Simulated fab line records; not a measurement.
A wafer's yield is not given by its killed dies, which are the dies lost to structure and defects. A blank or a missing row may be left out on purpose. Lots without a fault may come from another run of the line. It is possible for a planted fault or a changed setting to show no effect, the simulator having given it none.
The same fault as seen by 2 desks + flow nand-harc + only its own numbers are on each desk; what lay behind them is given at the end

== THE DEFECT DESK ==
What the inspections along the route counted, lot by lot: means of the sampled wafers that have a number. The brackets show how far a lot's mean lies from the usual mean; more than 4 standard deviations puts the lot out of limits, marked OUT.
Columns: A = raw-defect-count at NHARC_A_ONON_D1_INSPECT_32, usual 81; B = raw-defect-count at NHARC_A_CHANNEL_HOLE_D1_INSPECT_12, usual 7
| lot  | first seen here | A  | B |
|------|-----------------|----|---|
| L771 | day 8 23:47     | 89 | 9 |
| L770 | day 8 23:53     | 64 | 7 |
| L779 | day 10 17:53    | 71 | 4 |
| L781 | day 11 03:22    | 59 | 5 |
| L780 | day 11 03:28    | 79 | 6 |
| L789 | day 13 13:41    | 42 | 5 |
| L790 | day 13 14:02    | 78 | 7 |
Finding of this desk: none of the 7 lots has anything out of limits.

== FROM THE METROLOGY DESK ==
Means of the sampled wafers that have a number, per lot and without regard to the tool the lot ran on: this is what the gauges read. The brackets show how far a lot's mean lies from the usual mean; more than 4 standard deviations puts the lot out of limits, marked OUT.
Columns: A = cd-nm at NHARC_A_CHANNEL_HOLE_D1_CD_MEAS_10, usual 100.2 nm; B = overlay-x-nm at NHARC_A_CHANNEL_HOLE_D1_OVL_MEAS_11, usual -0.1 nm; C = overlay-y-nm at NHARC_A_CHANNEL_HOLE_D1_OVL_MEAS_11, usual -0.1 nm
| lot  | first seen here | A     | B    | C    |
|------|-----------------|-------|------|------|
| L771 | day 9 02:47     | 100.3 | 0.1  | 0.8  |
| L770 | day 9 03:25     | 100.3 | 0.8  | -0.1 |
| L779 | day 10 23:28    | 99.4  | -0.4 | -0.9 |
| L781 | day 11 06:55    | 100.4 | 1.3  | 1.0  |
| L780 | day 11 07:44    | 98.9  | -0.8 | -1.2 |
| L789 | day 13 18:31    | 100.3 | 1.3  | 1.0  |
| L790 | day 13 20:26    | 100.5 | 0.0  | 0.7  |
Finding of this desk: none of the 7 lots has anything out of limits.

== BROUGHT TOGETHER ==
Nothing out of limits was seen by the defect desk.
Metrology desk: nothing out of limits seen.

== WHAT THE SIMULATOR HAD PUT IN ==
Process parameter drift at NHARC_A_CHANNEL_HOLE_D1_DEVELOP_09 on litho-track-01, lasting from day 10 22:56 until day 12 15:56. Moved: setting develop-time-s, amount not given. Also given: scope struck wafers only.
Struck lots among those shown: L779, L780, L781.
